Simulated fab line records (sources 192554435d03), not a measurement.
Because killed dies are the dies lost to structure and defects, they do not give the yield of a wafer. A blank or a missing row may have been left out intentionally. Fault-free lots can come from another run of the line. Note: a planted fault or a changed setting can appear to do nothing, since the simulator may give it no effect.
Matching of chambers || flow n5_finfet || ald_metal-03 running N5_MOL_CONTACT_COAG_ALD_20: 4 sister chambers
The step deposits TiN, target thk 1.5 nm, pulse time 1 s, purge time 3 s. 22 wafers are shown with their chamber, then 11 later ones without.

== WAFERS PAIRED WITH THEIR CHAMBERS ==
{"wafer": "L074.1", "chamber": 1, "heater_power_w (W)": 835, "precursor_pulse_height_rel": 0.978}
{"wafer": "L074.4", "chamber": 0, "heater_power_w (W)": 721, "precursor_pulse_height_rel": 1.046}
{"wafer": "L074.6", "chamber": 3, "heater_power_w (W)": 882, "precursor_pulse_height_rel": 0.990}
{"wafer": "L082.1", "chamber": 2, "heater_power_w (W)": 885, "precursor_pulse_height_rel": 0.984}
{"wafer": "L082.4", "chamber": 3, "heater_power_w (W)": 881, "precursor_pulse_height_rel": 1.018}
{"wafer": "L082.5", "chamber": 3, "heater_power_w (W)": 846, "precursor_pulse_height_rel": 1.006}
{"wafer": "L083.1", "chamber": 2, "heater_power_w (W)": 860, "precursor_pulse_height_rel": 0.976}
{"wafer": "L083.5", "chamber": 1, "heater_power_w (W)": 850, "precursor_pulse_height_rel": 0.969}
{"wafer": "L083.6", "chamber": 0, "heater_power_w (W)": 706, "precursor_pulse_height_rel": 0.983}
{"wafer": "L084.1", "chamber": 0, "heater_power_w (W)": 711, "precursor_pulse_height_rel": 1.022}
{"wafer": "L084.2", "chamber": 1, "heater_power_w (W)": 853, "precursor_pulse_height_rel": 1.017}
{"wafer": "L084.4", "chamber": 2, "heater_power_w (W)": 870, "precursor_pulse_height_rel": 1.012}
{"wafer": "L087.2", "chamber": 2, "heater_power_w (W)": 889, "precursor_pulse_height_rel": 1.015}
{"wafer": "L087.4", "chamber": 0, "heater_power_w (W)": 711, "precursor_pulse_height_rel": 1.018}
{"wafer": "L087.5", "chamber": 3, "heater_power_w (W)": 877, "precursor_pulse_height_rel": 0.995}
{"wafer": "L088.3", "chamber": 3, "heater_power_w (W)": 872, "precursor_pulse_height_rel": 1.015}
{"wafer": "L088.4", "chamber": 2, "heater_power_w (W)": 874, "precursor_pulse_height_rel": 1.018}
{"wafer": "L088.5", "chamber": 2, "heater_power_w (W)": 887, "precursor_pulse_height_rel": 0.982}
{"wafer": "L091.3", "chamber": 1, "heater_power_w (W)": 848, "precursor_pulse_height_rel": 1.032}
{"wafer": "L091.4", "chamber": 2, "heater_power_w (W)": 865, "precursor_pulse_height_rel": 0.966}
{"wafer": "L091.5", "chamber": 2, "heater_power_w (W)": 879, "precursor_pulse_height_rel": 0.969}
{"wafer": "L092.1", "chamber": 3, "heater_power_w (W)": 859, "precursor_pulse_height_rel": 1.000}

SIGNATURES (means of the wafers above)
{"reading": "heater_power_w", "chamber 0": 712.25, "chamber 1": 846.50, "chamber 2": 876.12, "chamber 3": 869.50, "scatter within a chamber": 10.8}
{"reading": "precursor_pulse_height_rel", "chamber 0": 1.01725, "chamber 1": 0.99900, "chamber 2": 0.99025, "chamber 3": 1.00400, "scatter within a chamber": 0.0219}
Rule: distance of a wafer from a chamber = root of the sum over the readings of ((wafer's reading minus chamber's mean) / reading's scatter) squared. If the next closest chamber is less than 2 further off than the closest, the wafer can't be placed; otherwise it belongs to the closest. How the scatter is found: for the shown wafers, subtract from each reading the mean of its chamber, square and add these, divide the total by (wafers less chambers), then take the root.

== WAFERS WHOSE CHAMBER IS MISSING ==
{"wafer": "L092.2", "heater_power_w (W)": 702, "precursor_pulse_height_rel": 0.986}
{"wafer": "L092.5", "heater_power_w (W)": 833, "precursor_pulse_height_rel": 0.994}
{"wafer": "L093.3", "heater_power_w (W)": 870, "precursor_pulse_height_rel": 1.040}
{"wafer": "L093.4", "heater_power_w (W)": 820, "precursor_pulse_height_rel": 0.992}
{"wafer": "L093.6", "heater_power_w (W)": 725, "precursor_pulse_height_rel": 1.030}
{"wafer": "L094.1", "heater_power_w (W)": 899, "precursor_pulse_height_rel": 1.020}
{"wafer": "L094.4", "heater_power_w (W)": 852, "precursor_pulse_height_rel": 0.992}
{"wafer": "L094.5", "heater_power_w (W)": 835, "precursor_pulse_height_rel": 0.996}
{"wafer": "L096.3", "heater_power_w (W)": 883, "precursor_pulse_height_rel": 1.003}
{"wafer": "L096.5", "heater_power_w (W)": 877, "precursor_pulse_height_rel": 0.993}
{"wafer": "L096.6", "heater_power_w (W)": 860, "precursor_pulse_height_rel": 0.999}

== THE CHAMBER EACH PASSED THROUGH ==
{"wafer": "L092.2", "from the rows above": 0, "in truth": 0}
{"wafer": "L092.5", "from the rows above": 1, "in truth": 1}
{"wafer": "L093.3", "from the rows above": "can't be placed: 3 or 2 or 1", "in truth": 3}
{"wafer": "L093.4", "from the rows above": 1, "in truth": 1}
{"wafer": "L093.6", "from the rows above": 0, "in truth": 0}
{"wafer": "L094.1", "from the rows above": "can't be placed: 2 or 3", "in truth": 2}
{"wafer": "L094.4", "from the rows above": "can't be placed: 1 or 3 or 2", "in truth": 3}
{"wafer": "L094.5", "from the rows above": 1, "in truth": 1}
{"wafer": "L096.3", "from the rows above": "can't be placed: 2 or 3", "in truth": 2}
{"wafer": "L096.5", "from the rows above": "can't be placed: 2 or 3", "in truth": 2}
{"wafer": "L096.6", "from the rows above": "can't be placed: 3 or 1 or 2", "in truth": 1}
5 of 11 placed correctly. These rows do not allow placing 6 (true chamber among the candidates in 6). Wrongly placed: 0.
